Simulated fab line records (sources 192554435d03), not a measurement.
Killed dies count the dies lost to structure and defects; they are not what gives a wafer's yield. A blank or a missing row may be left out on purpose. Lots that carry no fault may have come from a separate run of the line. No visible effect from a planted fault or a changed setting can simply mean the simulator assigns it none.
8D (eight disciplines) problem report, filled in by code | flow n5_finfet | the parts of the form that need people (team, actions taken, sign-off) are left out

== 1. THE PROBLEM ==
Mean M3_ILD_THK at N5_BEOL_M3_THK_MEAS_01: 50.5 nm over 2 wafers in 2 lots; fault-free wafers: 78.8 nm, standard deviation 1.1. Relative to the usual mean, that is a shift of -26 standard deviations.
Seen first at day 9 15:40 on film_metro-02, wafer L258.4. Wafers with a number at this step in the record: 40, from 14 lots. Rule for "out" (also "out of limits"): further than 4 standard deviations from the usual mean. All remaining wafers that have a number are taken as sound.

== 2. WHAT IT IS, AND WHAT IT ISN'T ==
question                    | is               | is not
which readings at this step | M3_ILD_THK       | -
which lots                  | L258, L261       | L249, L251, L252, L253, L254, L255, L256, L265, L266, L268, L269, L271
which wafers of those lots  | L258.4, L261.3   | L258.2, L258.6, L261.1, L261.2
read on which gauges        | film_metro-02    | film_metro-01
when                        | from day 9 15:40 | up to then (23 sound wafers); but 15 sound wafers of L261, L265, L266, L268, L269, L271 came after

== 3. WHAT RULES OUT EACH SUSPECT ==
Counting: a tool at a process step up to the reading stays a suspect if it ran every lot that is out. Sound lots after the first of them don't rule it out here, since some wafers of a struck lot are sound.
- the gauge at N5_BEOL_M3_THK_MEAS_01: kept. All the wafers that are out were read on film_metro-02, and no step on other tools shows them out.
- pecvd-01 at N5_BEOL_M3_ILD_DEP_00 (deposits SiOC from DEMS/O2, target thk 79 nm, time 15.3 s): kept. It processed each lot that is out (first: L258, day 9 15:35); up to then, its last sound lot is L256 (day 8 22:29).
The count leaves film_metro-02 at N5_BEOL_M3_THK_MEAS_01 and pecvd-01 at N5_BEOL_M3_ILD_DEP_00.

== 4. THE CAUSE (what the simulator had put in) ==
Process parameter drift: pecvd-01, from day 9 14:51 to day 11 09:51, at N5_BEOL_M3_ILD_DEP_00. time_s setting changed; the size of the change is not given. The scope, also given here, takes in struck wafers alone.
After counting, 2 suspects remain, this tool included.

== 5. THE CHAIN OF EFFECTS, in route order ==
Each row: a reading where the mean over the struck wafers with a number is more than 3 standard deviations away from the usual. Scope: only readings with a usual standard deviation given in the record; hours: median across lots of the time from each lot's start at the first step in this table that gives one to its start at this step; sigmas: change in usual standard deviations.
hours | step                   | reading    | usual   | on struck wafers | change | sigmas
0     | N5_BEOL_M3_THK_MEAS_01 | M3_ILD_THK | 78.8 nm | 50.5             | -28.3  | -26

== 6. HOW IT WOULD HAVE BEEN CAUGHT EARLIER ==
In this record the first reading out of limits at a measuring or inspecting step was taken at day 9 15:40, 1 hour after the fault began at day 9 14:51.
An alarm limit of 4 standard deviations would not have fired on the tool readings at N5_BEOL_M3_ILD_DEP_00 for which the record gives a usual standard deviation, since none of them was out on any struck wafer.
L261, from the lots that are out (2), started N5_BEOL_M3_ILD_DEP_00 on pecvd-01 later than day 9 15:40. Had the tool been put on hold then, it would have been spared.
